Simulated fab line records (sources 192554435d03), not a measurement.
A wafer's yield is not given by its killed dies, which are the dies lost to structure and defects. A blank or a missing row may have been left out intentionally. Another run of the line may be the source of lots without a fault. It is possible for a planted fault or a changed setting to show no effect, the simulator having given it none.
Split-lot study -- flow n5-finfet -- route with 1938 steps; 7 lots, 39 wafers read

== THE SPLIT ==
At N5_BEOL_M5_TRENCH_ETCH_37 (etches SiCOH lowk in C4F6/O2, target depth 71.652 nm, time 24.7 s), the setting target-depth-a was moved away from the recipe's 716.52 angstrom on 12 of the 39 wafers read, by -29.1% to +46.0%. This setting was run at the recipe's value on the other wafers.

== FROM THE SPLIT TO THE READING: what the file shows between them, 8 steps ==
- N5_BEOL_M5_ETCH_41: etches SiCN in CH3F/O2, target depth 31.5 nm, time 56.7 s
- N5_BEOL_M5_STRIP_91: strips in N2/H2, time 10 s
- N5_BEOL_M5_OCD_MEAS_38
- N5_BEOL_M5_HM_STRIP_39: strips TiN in peroxide tin strip, target depth 25 nm, time 158 s
- N5_BEOL_M5_SRD_40: time 30 s
- N5_BEOL_M5_ECD_50: material Cu, target thk 300 nm
- N5_BEOL_M5_ANNEAL_51: time 90 s
- N5_BEOL_M5_CMP_52: polishes, stops on SiCOH lowk, t overpolish 6.9 s, target thk 62 nm

== THE READING ==
M5_THK, in nm, at N5_BEOL_M5_THK_MEAS_53 (measures by xrf). On this fab line, fault-free wafers typically give 60.7 nm with a standard deviation of 1.9 nm.

wafer,"tool, chamber at the split","target-depth-a as run, angstrom",against the recipe,"M5_THK, nm",against lot-mates on the recipe
L074.1,"rie-diel-06, 3",716.52,recipe,60.8,-
L074.5,"rie-diel-06, 0",716.52,recipe,58.7,-
L074.6,"rie-diel-06, 3",716.52,recipe,60.4,-
L078.1,"rie-diel-01, 1",716.52,recipe,62.2,-
L078.2,"rie-diel-01, 0",1046,+46.0%,90.4,+28.1
L078.3,"rie-diel-01, 2",716.52,recipe,62.1,-
L078.4,"rie-diel-01, 3",1046,+46.0%,94.9,+32.6
L078.5,"rie-diel-01, 2",1046,+46.0%,91.8,+29.5
L078.6,"rie-diel-01, 1",716.52,recipe,62.6,-
L079.1,"rie-diel-03, 0",507.9,-29.1%,42.8,-18.7
L079.2,"rie-diel-03, 2",716.52,recipe,60.7,-
L079.3,"rie-diel-03, 3",507.9,-29.1%,41.7,-19.8
L079.4,"rie-diel-03, 1",716.52,recipe,60.5,-
L079.5,"rie-diel-03, 0",507.9,-29.1%,41.4,-20.1
L079.6,"rie-diel-03, 3",716.52,recipe,63.4,-
L081.1,"rie-diel-06, 3",896.4,+25.1%,80.8,+19.2
L081.2,"rie-diel-06, 2",716.52,recipe,61.1,-
L081.3,"rie-diel-06, 0",896.4,+25.1%,79.7,+18.1
L081.4,"rie-diel-06, 0",716.52,recipe,61.8,-
L081.5,"rie-diel-06, 2",896.4,+25.1%,78.6,+17.0
L081.6,"rie-diel-06, 3",716.52,recipe,61.9,-
L084.1,"rie-diel-01, 0",716.52,recipe,57.6,-
L084.2,"rie-diel-01, 2",716.52,recipe,60.1,-
L084.3,"rie-diel-01, 3",716.52,recipe,58.8,-
L084.4,"rie-diel-01, 1",716.52,recipe,61.3,-
L084.5,"rie-diel-01, 3",716.52,recipe,59.6,-
L084.6,"rie-diel-01, 0",716.52,recipe,57.5,-
L094.1,"rie-diel-03, 3",716.52,recipe,62.9,-
L094.2,"rie-diel-03, 0",716.52,recipe,62.0,-
L094.3,"rie-diel-03, 1",716.52,recipe,59.7,-
L094.4,"rie-diel-03, 2",716.52,recipe,59.9,-
L094.5,"rie-diel-03, 0",716.52,recipe,62.9,-
L094.6,"rie-diel-03, 3",716.52,recipe,63.4,-
L096.1,"rie-diel-03, 1",716.52,recipe,57.3,-
L096.2,"rie-diel-03, 3",985.7,+37.6%,87.7,+29.2
L096.3,"rie-diel-03, 2",716.52,recipe,59.3,-
L096.4,"rie-diel-03, 0",985.7,+37.6%,86.4,+27.9
L096.5,"rie-diel-03, 3",985.7,+37.6%,88.7,+30.2
L096.6,"rie-diel-03, 2",716.52,recipe,58.9,-

THE FIT
A straight line over all 39 wafers: M5_THK changes by +0.693 nm for each +1% of target-depth-a; r = +0.99; the points scatter about the line by 1.8 nm.
The same after taking each lot's own level away (the mean of its wafers on the recipe; 39 wafers): +0.697 nm for each +1%; r = +0.99; scatter 1.6 nm.
According to that fit, moving target-depth-a by its largest amount changes the reading by 32 nm.
The lots' own levels span 58.50 to 62.30 nm, that is 2.0 times the standard deviation above.
The two slopes are in agreement: the lot-to-lot level therefore moves the slope only a little.
Check: with one of the wafers moved furthest among these (+46.0%) left out of the fit, the line predicts +32.9 nm for it against its lot-mates. It came out at +28.1 nm against them.

== THE WHOLE CHAIN: every reading that the file lists as answering this split, in the file's order ==
step,what it does,reading,change (the file's fit),r (the file's)
N5_BEOL_M5_TRENCH_ETCH_37,"etches SiCOH lowk in C4F6/O2, target depth 71.652 nm, time 24.7 s","BEOL_M5.feature-depth-nm (the simulator's own value, which no gauge read)",+0.728 nm for each +1% of the setting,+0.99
N5_BEOL_M5_TRENCH_ETCH_37,"etches SiCOH lowk in C4F6/O2, target depth 71.652 nm, time 24.7 s","etch.depth-nm (the simulator's own value, which no gauge read)",+0.728 nm for each +1% of the setting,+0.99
N5_BEOL_M5_OCD_MEAS_38,,trench-depth-nm,+0.728 nm for each +1% of the setting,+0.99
N5_BEOL_M5_CMP_52,"polishes, stops on SiCOH lowk, t overpolish 6.9 s, target thk 62 nm","Cu_of_BEOL_M5_ECD_50.thk-nm (the simulator's own value, which no gauge read)",+0.706 nm for each +1% of the setting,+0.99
N5_BEOL_M5_THK_MEAS_53,measures by xrf,M5_THK,+0.699 for each +1% of the setting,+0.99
N5_BEOL_M5_RS_MEAS_57,measures by four-point-probe,M5_RS,"not straight: 0.624 at the lowest setting, 0.392 at the recipe, 0.239 at the highest",not given

== THE FILE'S OWN FIT ==
M5_THK changes by +0.699 nm for each +1% of target-depth-a, r = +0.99.
